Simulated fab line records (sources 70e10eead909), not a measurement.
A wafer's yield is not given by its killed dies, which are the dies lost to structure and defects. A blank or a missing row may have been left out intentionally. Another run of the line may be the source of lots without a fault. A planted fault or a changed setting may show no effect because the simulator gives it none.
Which tool did it?	flow nand-harc	24 lots, 72 wafers sampled, at 6 steps of a route of 1159

== WHAT THE GAUGES SHOWED, per wafer ==
The record lacks any reading of a measuring or inspecting step that a usual standard deviation could be used to judge.

== WHAT TOOL EACH LOT RAN ON (gives the tool, then ch and the chambers of the sampled wafers, and finally the start) ==
lot	NHARC_A_STAIRCASE_ETCH_23	NHARC_A_STAIRCASE_ETCH_192	NHARC_A_STAIRCASE_ETCH_203	NHARC_A_STAIRCASE_STRIP_205	NHARC_A_STAIRCASE_DESCUM_219	NHARC_A_STAIRCASE_ETCH_232
L074	rie-diel-07 ch 0,1,3, day 11 04:53 or earlier	rie-diel-07 ch 0,2,3, day 11 04:53 or earlier	rie-diel-07 ch 2,3, day 11 04:53 or earlier	plasma-asher-01 ch 0,1, day 11 04:53	rie-diel-07 ch 0,2,3, day 11 06:28	rie-diel-12 ch 0,2, no start
L076	rie-diel-12 ch 0,2, day 11 12:54 or earlier	rie-diel-11 ch 1,2,3, day 11 12:54 or earlier	rie-diel-12 ch 0,3, day 11 12:54 or earlier	plasma-asher-02 ch 0,1, day 11 12:54	rie-diel-07 ch 0,2, day 11 14:15	rie-diel-07 ch 2,3, no start
L075	rie-diel-11 ch 2,3, day 11 13:36 or earlier	rie-diel-07 ch 1,2,3, day 11 13:36 or earlier	rie-diel-11 ch 1,2,3, day 11 13:36 or earlier	plasma-asher-01 ch 0,1, day 11 13:36	rie-diel-11 ch 1,2, day 11 15:09	rie-diel-11 ch 1,3, no start
L077	rie-diel-07 ch 0,3, day 12 00:29 or earlier	rie-diel-07 ch 1,2, day 12 00:29 or earlier	rie-diel-11 ch 1,2, day 12 00:29 or earlier	plasma-asher-02 ch 0,1, day 12 00:29	rie-diel-07 ch 1,2, day 12 01:52	rie-diel-07 ch 2,3, no start
L078	rie-diel-12 ch 0,2, day 12 02:32 or earlier	rie-diel-07 ch 1,3, day 12 02:32 or earlier	rie-diel-12 ch 0,1,3, day 12 02:32 or earlier	plasma-asher-01 ch 0, day 12 02:32	rie-diel-07 ch 1,2, day 12 04:00	rie-diel-07 ch 0,2,3, no start
L079	rie-diel-12 ch 0,2,3, day 12 06:10 or earlier	rie-diel-12 ch 1,2,3, day 12 06:10 or earlier	rie-diel-11 ch 0,2,3, day 12 06:10 or earlier	plasma-asher-01 ch 0,1, day 12 06:10	rie-diel-12 ch 0,1,2, day 12 07:38	rie-diel-12 ch 0,2,3, no start
L082	rie-diel-11 ch 0,1,2, day 12 21:00 or earlier	rie-diel-07 ch 1,2,3, day 12 21:00 or earlier	rie-diel-12 ch 0,1,2, day 12 21:00 or earlier	plasma-asher-02 ch 0,1, day 12 21:00	rie-diel-07 ch 2,3, day 12 22:26	rie-diel-12 ch 2,3, no start
L080	rie-diel-12 ch 1,2,3, day 12 21:15 or earlier	rie-diel-07 ch 2,3, day 12 21:15 or earlier	rie-diel-07 ch 1,2, day 12 21:15 or earlier	plasma-asher-02 ch 0,1, day 12 21:15	rie-diel-11 ch 0,1,2, day 12 23:46	rie-diel-11 ch 1,3, no start
L083	rie-diel-11 ch 1,3, day 13 08:15 or earlier	rie-diel-12 ch 0,1, day 13 08:15 or earlier	rie-diel-12 ch 0,1,3, day 13 08:15 or earlier	plasma-asher-01 ch 0,1, day 13 08:15	rie-diel-12 ch 0,2, day 13 09:35	rie-diel-12 ch 1,2, no start
L081	rie-diel-11 ch 0,3, day 13 08:27 or earlier	rie-diel-11 ch 0,1,3, day 13 08:27 or earlier	rie-diel-07 ch 0,2,3, day 13 08:27 or earlier	plasma-asher-02 ch 0,1, day 13 08:27	rie-diel-11 ch 0,2,3, day 13 09:53	rie-diel-07 ch 0,1,2, no start
L084	rie-diel-11 ch 1,2,3, day 13 18:45 or earlier	rie-diel-12 ch 1,2, day 13 18:45 or earlier	rie-diel-12 ch 0,1,2, day 13 18:45 or earlier	plasma-asher-02 ch 0,1, day 13 18:45	rie-diel-07 ch 0,2, day 13 20:05	rie-diel-11 ch 0,1,2, no start
L086	rie-diel-12 ch 0,1,2, day 14 07:17 or earlier	rie-diel-11 ch 0,1,2, day 14 07:17 or earlier	rie-diel-12 ch 1,2,3, day 14 07:17 or earlier	plasma-asher-01 ch 0,1, day 14 07:17	rie-diel-12 ch 0,1,3, day 14 08:46	rie-diel-12 ch 0,2,3, no start
L087	rie-diel-07 ch 1,3, day 14 07:41 or earlier	rie-diel-11 ch 2,3, day 14 07:41 or earlier	rie-diel-07 ch 0,2,3, day 14 07:41 or earlier	plasma-asher-02 ch 0,1, day 14 07:41	rie-diel-12 ch 0,1,2, day 14 09:10	rie-diel-12 ch 0,2, no start
L085	rie-diel-12 ch 0,3, day 14 10:16 or earlier	rie-diel-12 ch 1,3, day 14 10:16 or earlier	rie-diel-12 ch 0,1,2, day 14 10:16 or earlier	plasma-asher-01 ch 0,1, day 14 10:16	rie-diel-07 ch 0,1, day 14 11:44	rie-diel-07 ch 1,2, no start
L088	rie-diel-11 ch 0,2, day 14 18:31 or earlier	rie-diel-07 ch 1,3, day 14 18:31 or earlier	rie-diel-11 ch 0,2,3, day 14 18:31 or earlier	plasma-asher-01 ch 0,1, day 14 18:31	rie-diel-12 ch 0,1,3, day 14 20:05	rie-diel-12 ch 1,3, no start
L089	rie-diel-12 ch 0,3, day 14 18:30 or earlier	rie-diel-12 ch 0,1,2, day 14 18:30 or earlier	rie-diel-12 ch 2,3, day 14 18:30 or earlier	plasma-asher-02 ch 0,1, day 14 18:30	rie-diel-11 ch 0,1,2, day 14 19:54	rie-diel-11 ch 0,3, no start
L090	rie-diel-07 ch 0,2, day 15 01:32 or earlier	rie-diel-11 ch 0,1, day 15 01:32 or earlier	rie-diel-12 ch 0,1, day 15 01:32 or earlier	plasma-asher-02 ch 1, day 15 01:32	rie-diel-07 ch 1,2,3, day 15 03:01	rie-diel-11 ch 1,3, no start
L091	rie-diel-11 ch 0,1,2, day 15 07:43 or earlier	rie-diel-11 ch 0,2,3, day 15 07:43 or earlier	rie-diel-07 ch 2,3, day 15 07:43 or earlier	plasma-asher-01 ch 0,1, day 15 07:43	rie-diel-11 ch 0,1,2, day 15 09:09	rie-diel-12 ch 0,1,2, no start
L094	rie-diel-11 ch 0,2, day 15 15:38 or earlier	rie-diel-12 ch 0,1, day 15 15:38 or earlier	rie-diel-11 ch 1,2, day 15 15:38 or earlier	plasma-asher-01 ch 0,1, day 15 15:38	rie-diel-11 ch 0,2,3, day 15 16:59	rie-diel-07 ch 0,1, no start
L092	rie-diel-12 ch 1,2,3, day 16 02:41 or earlier	rie-diel-11 ch 2,3, day 16 02:41 or earlier	rie-diel-07 ch 1,2,3, day 16 02:41 or earlier	plasma-asher-01 ch 1, day 16 02:41	rie-diel-12 ch 1,2, day 16 04:10	rie-diel-12 ch 0,1, no start
L095	rie-diel-07 ch 0,1,3, day 16 03:03 or earlier	rie-diel-07 ch 1,2,3, day 16 03:03 or earlier	rie-diel-07 ch 0,2,3, day 16 03:03 or earlier	plasma-asher-01 ch 0,1, day 16 03:03	rie-diel-12 ch 0,1,3, day 16 04:41	rie-diel-07 ch 1,2,3, no start
L093	rie-diel-12 ch 1,2,3, day 16 07:56 or earlier	rie-diel-12 ch 0,2,3, day 16 07:56 or earlier	rie-diel-07 ch 1,2,3, day 16 07:56 or earlier	plasma-asher-01 ch 0,1, day 16 07:56	rie-diel-12 ch 2,3, day 16 09:19	rie-diel-07 ch 0,1, no start
L096	rie-diel-12 ch 0,2,3, day 16 15:54 or earlier	rie-diel-12 ch 0,1,3, day 16 15:54 or earlier	rie-diel-07 ch 0,1,2, day 16 15:54 or earlier	plasma-asher-02 ch 0,1, day 16 15:54	rie-diel-11 ch 0,1,2, day 16 17:47	rie-diel-11 ch 0,2,3, no start
L097	rie-diel-11 ch 0,1,3, day 17 12:43 or earlier	rie-diel-11 ch 0,1,3, day 17 12:43 or earlier	rie-diel-07 ch 1,2, day 17 12:43 or earlier	plasma-asher-01 ch 0,1, day 17 12:43	rie-diel-07 ch 1,2, day 17 14:08	rie-diel-07 ch 0,1, no start
- NHARC_A_STAIRCASE_ETCH_23: etches the open film in C4F8/O2, target depth 100 nm, time 40.5 s.
- NHARC_A_STAIRCASE_ETCH_192: etches the open film in C4F8/O2, target depth 100 nm, time 40.5 s.
- NHARC_A_STAIRCASE_ETCH_203: etches the open film in C4F8/O2, target depth 100 nm, time 40.5 s.
- NHARC_A_STAIRCASE_STRIP_205: strips in O2.
- NHARC_A_STAIRCASE_DESCUM_219: chemistry O2, time 3 s.
- NHARC_A_STAIRCASE_ETCH_232: etches the open film in C4F8/O2, target depth 100 nm, time 40.5 s.

== AS READ BY THE TOOLS THEMSELVES (means over the sampled wafers that have a number; for cases with no such wafer, the mark the record gives instead) ==
NHARC_A_STAIRCASE_ETCH_23. Usual: oes-product-au 0.946 a.u., standard deviation 0.013; rf-vpp-V 898 V, standard deviation 4.6.
lot	tool	oes-product-au (a.u.)	rf-vpp-V (V)	flag
L074	rie-diel-07	0.947	897	
L076	rie-diel-12	0.959	897	
L075	rie-diel-11	0.941	895	
L077	rie-diel-07	0.953	900	
L078	rie-diel-12	0.953	901	
L079	rie-diel-12	0.943	898	
L082	rie-diel-11	0.968	896	
L080	rie-diel-12	0.948	901	
L083	rie-diel-11	0.935	900	
L081	rie-diel-11	0.940	897	
L084	rie-diel-11	0.945	895	
L086	rie-diel-12	0.942	900	
L087	rie-diel-07	0.939	901	
L085	rie-diel-12	0.955	898	
L088	rie-diel-11	0.955	894	
L089	rie-diel-12	0.944	897	
L090	rie-diel-07	0.946	897	
L091	rie-diel-11	0.933	895	
L094	rie-diel-11	0.945	890	
L092	rie-diel-12	0.935	900	
L095	rie-diel-07	0.952	895	
L093	rie-diel-12	0.934	901	
L096	rie-diel-12	0.940	899	
L097	rie-diel-11	0.957	899	

NHARC_A_STAIRCASE_ETCH_192. Usual: oes-product-au 0.943 a.u., standard deviation 0.011; rf-vpp-V 898 V, standard deviation 4.8.
lot	tool	oes-product-au (a.u.)	rf-vpp-V (V)	flag
L074	rie-diel-07	0.945	900	
L076	rie-diel-11	0.933	896	
L075	rie-diel-07	0.953	901	
L077	rie-diel-07	0.950	899	
L078	rie-diel-07	0.942	896	
L079	rie-diel-12	0.944	900	
L082	rie-diel-07	0.946	899	
L080	rie-diel-07	0.936	903	
L083	rie-diel-12	0.947	898	
L081	rie-diel-11	0.946	900	
L084	rie-diel-12	0.934	900	
L086	rie-diel-11	0.938	894	
L087	rie-diel-11	0.940	891	
L085	rie-diel-12	0.945	900	
L088	rie-diel-07	0.944	900	
L089	rie-diel-12	0.935	899	
L090	rie-diel-11	0.947	898	
L091	rie-diel-11	0.961	894	
L094	rie-diel-12	0.951	897	
L092	rie-diel-11	0.944	891	
L095	rie-diel-07	0.937	899	
L093	rie-diel-12	0.935	898	
L096	rie-diel-12	0.947	897	
L097	rie-diel-11	0.943	898	

NHARC_A_STAIRCASE_ETCH_203. Usual: oes-product-au 0.946 a.u., standard deviation 0.011; rf-vpp-V 898 V, standard deviation 5.1.
lot	tool	oes-product-au (a.u.)	rf-vpp-V (V)	flag
L074	rie-diel-07	0.945	904	
L076	rie-diel-12	0.964	899	
L075	rie-diel-11	0.947	896	
L077	rie-diel-11	0.941	897	
L078	rie-diel-12	0.962	899	
L079	rie-diel-11	0.950	894	
L082	rie-diel-12	0.953	898	
L080	rie-diel-07	0.942	898	
L083	rie-diel-12	0.950	899	
L081	rie-diel-07	0.940	900	
L084	rie-diel-12	0.952	898	
L086	rie-diel-12	0.949	901	
L087	rie-diel-07	0.944	899	
L085	rie-diel-12	0.932	898	
L088	rie-diel-11	0.944	895	
L089	rie-diel-12	0.955	900	
L090	rie-diel-12	0.948	899	
L091	rie-diel-07	0.948	904	
L094	rie-diel-11	0.943	896	
L092	rie-diel-07	0.945	899	
L095	rie-diel-07	0.935	899	
L093	rie-diel-07	0.943	899	
L096	rie-diel-07	0.948	895	
L097	rie-diel-07	0.942	895	

NHARC_A_STAIRCASE_STRIP_205. Usual: drypump-motor-current-A 5.8 A, standard deviation 0.4; heater-power-w 313 W, standard deviation 34.
lot	tool	drypump-motor-current-A (A)	heater-power-w (W)	flag
L074	plasma-asher-01	5.4	331	
L076	plasma-asher-02	6.2	295	
L075	plasma-asher-01	5.5	330	
L077	plasma-asher-02	6.2	273	
L078	plasma-asher-01	5.2	322	
L079	plasma-asher-01	5.7	337	
L082	plasma-asher-02	6.2	268	
L080	plasma-asher-02	6.2	274	
L083	plasma-asher-01	5.5	337	
L081	plasma-asher-02	6.2	291	
L084	plasma-asher-02	6.2	274	
L086	plasma-asher-01	5.7	338	
L087	plasma-asher-02	6.2	292	
L085	plasma-asher-01	5.5	330	
L088	plasma-asher-01	5.7	336	
L089	plasma-asher-02	6.2	293	
L090	plasma-asher-02	6.2	251	
L091	plasma-asher-01	5.5	332	
L094	plasma-asher-01	5.7	342	
L092	plasma-asher-01	5.9	347	
L095	plasma-asher-01	5.5	334	
L093	plasma-asher-01	5.5	332	
L096	plasma-asher-02	6.2	301	
L097	plasma-asher-01	5.5	337	

NHARC_A_STAIRCASE_DESCUM_219. Usual: drypump-motor-current-A 5.8 A, standard deviation 0.52; o2-flow-sccm 200.1 sccm, standard deviation 0.61; oes-product-au 1.001 a.u., standard deviation 0.01; rf-vpp-V 57.9 V, standard deviation 0.88; showerhead-plenum-p-Torr 1.94 Torr, standard deviation 0.076; throttle-valve-pct 11.310 %, standard deviation 0.0088.
lot	tool	drypump-motor-current-A (A)	o2-flow-sccm (sccm)	oes-product-au (a.u.)	rf-vpp-V (V)	showerhead-plenum-p-Torr (Torr)	throttle-valve-pct (%)	flag
L074	rie-diel-07	6.0	199.9	1.007	58.8	1.97	11.307	
L076	rie-diel-07	6.5	199.9	1.003	57.6	1.90	11.318	
L075	rie-diel-11	5.5	201.1	0.994	57.1	1.93	11.307	
L077	rie-diel-07	5.2	200.7	1.010	57.9	1.91	11.317	
L078	rie-diel-07	5.5	200.0	1.008	58.0	1.96	11.320	
L079	rie-diel-12	5.9	200.5	1.004	57.8	1.96	11.315	
L082	rie-diel-07	5.8	200.4	1.004	58.8	2.02	11.312	
L080	rie-diel-11	5.6	199.6	1.002	58.0	1.91	11.313	
L083	rie-diel-12	5.9	200.1	1.011	57.4	1.94	11.317	
L081	rie-diel-11	6.0	199.8	1.010	57.9	1.89	11.314	
L084	rie-diel-07	6.5	199.6	0.994	58.1	1.89	11.312	
L086	rie-diel-12	5.8	199.2	1.004	58.2	1.94	11.314	
L087	rie-diel-12	5.9	200.4	0.997	58.0	1.96	11.306	
L085	rie-diel-07	6.1	199.8	0.995	57.6	1.84	11.314	
L088	rie-diel-12	5.9	200.6	1.003	57.3	1.94	11.316	
L089	rie-diel-11	5.6	200.3	0.995	56.5	1.90	11.307	
L090	rie-diel-07	5.4	200.0	0.993	58.2	1.97	11.317	
L091	rie-diel-11	5.6	200.0	1.008	57.5	1.90	11.312	
L094	rie-diel-11	6.0	200.3	0.998	57.5	1.89	11.311	
L092	rie-diel-12	6.0	200.1	0.997	57.8	1.98	11.308	
L095	rie-diel-12	5.9	200.2	1.005	57.6	1.94	11.308	
L093	rie-diel-12	6.1	200.0	0.995	58.4	1.99	11.302	
L096	rie-diel-11	5.6	200.3	0.996	57.5	2.00	11.303	
L097	rie-diel-07	5.5	199.5	1.006	58.1	1.94	11.300	

NHARC_A_STAIRCASE_ETCH_232. Usual: oes-product-au 0.947 a.u., standard deviation 0.013; rf-vpp-V 898 V, standard deviation 5.1.
lot	tool	oes-product-au (a.u.)	rf-vpp-V (V)	flag
L074	rie-diel-12	0.954	898	
L076	rie-diel-07	0.945	903	
L075	rie-diel-11	0.950	901	
L077	rie-diel-07	0.947	904	
L078	rie-diel-07	0.944	900	
L079	rie-diel-12	0.949	900	
L082	rie-diel-12	0.945	900	
L080	rie-diel-11	0.940	900	
L083	rie-diel-12	0.948	901	
L081	rie-diel-07	0.942	895	
L084	rie-diel-11	0.937	895	
L086	rie-diel-12	0.937	898	
L087	rie-diel-12	0.934	897	
L085	rie-diel-07	0.931	898	
L088	rie-diel-12	0.951	900	
L089	rie-diel-11	0.946	898	
L090	rie-diel-11	0.950	900	
L091	rie-diel-12	0.958	898	
L094	rie-diel-07	0.959	892	
L092	rie-diel-12	0.962	896	
L095	rie-diel-07	0.964	899	
L093	rie-diel-07	0.945	891	
L096	rie-diel-11	0.950	901	
L097	rie-diel-07	0.937	891	

== THE ANSWER, worked out from the rows above alone ==
Rule: a lot is off if the mean of its wafers that have a number lies more than 3 standard deviations from the usual mean. A lot without any number at a reading at which 4 lots or more have one is off too. Where the step has rows for the other lots, those lots are counted as sound. Order of review: gauges by route order, followed by the tools' own readings, for which a lot's mean as printed above is used. At the first step where some lot is off, the reading lying furthest off is the one used; lots without a number count as furthest.
Nothing can be told from this: no lot is off at any reading shown.

== WHAT THE SIMULATOR PUT IN ==
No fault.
